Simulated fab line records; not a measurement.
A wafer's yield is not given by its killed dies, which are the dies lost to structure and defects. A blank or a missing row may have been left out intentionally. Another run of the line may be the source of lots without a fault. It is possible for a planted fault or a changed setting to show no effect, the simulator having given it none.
Matching of chambers | flow nand harc | NHARC_A_STAIRCASE_TRIM_20 on rie diel-09 has 4 sister chambers
The step chemistry O2, time 211.2 s. 8 wafers are shown with their chamber, then 8 later ones without.

## WAFERS WITH THEIR CHAMBER
wafer  | chamber | showerhead plenum p Torr (Torr) | drypump motor current A (A)
L080.3 | 1       | 3.44                            | 5.9
L086.1 | 0       | 3.64                            | 6.0
L086.5 | 1       | 3.43                            | 5.9
L086.6 | 2       | 3.53                            | 6.5
L090.1 | 3       | 3.74                            | 5.8
L090.2 | 2       | 3.52                            | 6.5
L090.5 | 3       | 3.74                            | 5.9
L091.2 | 0       | 3.63                            | 6.0

## WAFERS WITHOUT THEIR CHAMBER
wafer  | showerhead plenum p Torr (Torr) | drypump motor current A (A)
L091.4 | 3.52                            | 6.4
L091.5 | 3.52                            | 6.5
L092.1 | 3.42                            | 5.9
L092.2 | 3.63                            | 6.0
L092.3 | 3.52                            | 6.5
L097.4 | 3.51                            | 6.5
L097.5 | 3.72                            | 5.8
L097.6 | 3.51                            | 6.5

## WHICH CHAMBER EACH WENT THROUGH
wafer  | from the rows above | in truth
L091.4 | 2                   | 2
L091.5 | 2                   | 2
L092.1 | 1                   | 1
L092.2 | 0                   | 0
L092.3 | 2                   | 2
L097.4 | 2                   | 2
L097.5 | 3                   | 3
L097.6 | 2                   | 2
Placed correctly: 8 of 8. Can't be placed from these rows: 0. Placed wrongly: 0.
How it was worked out, from the rows above alone: a wafer's distance from a chamber is the root of the sum, over the readings, of the square of ((its reading less the chamber's mean) divided by the reading's scatter). If the next closest chamber is less than 2 further off than the closest, the wafer can't be placed; otherwise it belongs to the closest. A chamber's mean is the mean of its shown wafers. How the scatter is found: for the shown wafers, subtract from each reading the mean of its chamber, square and add these, divide the total by (wafers less chambers), then take the root.
